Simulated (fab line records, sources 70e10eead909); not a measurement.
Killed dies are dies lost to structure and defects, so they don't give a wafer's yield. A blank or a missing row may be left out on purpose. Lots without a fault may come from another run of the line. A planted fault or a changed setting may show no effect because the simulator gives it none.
Chamber matching | flow nand_harc | NHARC_A_WL_FILL_STRIP_29 on rie_diel-11: 4 sister chambers
The step strips in O2, time 20 s. 7 wafers are shown with their chamber, then 8 later ones without.

WAFERS WITH THEIR CHAMBER
wafer  | chamber | drypump_motor_current_A (A) | oes_product_au (a.u.)
L081.1 | 1       | 4.9                         | 1.018
L082.5 | 0       | 5.1                         | 1.008
L087.2 | 0       | 5.0                         | 0.994
L088.3 | 2       | 5.4                         | 0.996
L088.4 | 3       | 5.7                         | 1.011
L088.5 | 2       | 5.4                         | 1.003
L089.2 | 3       | 5.8                         | 1.018

WAFERS WITHOUT THEIR CHAMBER
wafer  | drypump_motor_current_A (A) | oes_product_au (a.u.)
L089.4 | 5.0                         | 1.012
L089.6 | 5.4                         | 1.007
L094.1 | 5.8                         | 1.000
L094.3 | 4.9                         | 1.016
L094.6 | 5.8                         | 1.001
L097.3 | 4.9                         | 1.007
L097.4 | 5.8                         | 1.014
L097.5 | 5.8                         | 1.008

WHICH CHAMBER EACH WENT THROUGH
wafer  | from the rows above     | in truth
L089.4 | can't be placed: 0 or 1 | 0
L089.6 | 2                       | 2
L094.1 | 3                       | 3
L094.3 | 1                       | 1
L094.6 | 3                       | 3
L097.3 | can't be placed: 1 or 0 | 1
L097.4 | 3                       | 3
L097.5 | 3                       | 3
Placed correctly: 6 of 8. Can't be placed from these rows: 2 (the true chamber is among the candidates in 2). Placed wrongly: 0.
How it was worked out, from the rows above alone: a wafer's distance from a chamber is the root of the sum, over the readings, of the square of ((its reading less the chamber's mean) divided by the reading's scatter). The wafer belongs to the nearest chamber; if the next one is less than 2 further off, it can't be placed. A chamber's mean is the mean of its shown wafers. The scatter: the root of (the sum of the squares of (reading less its chamber's mean) over the shown wafers, divided by (wafers less chambers)).
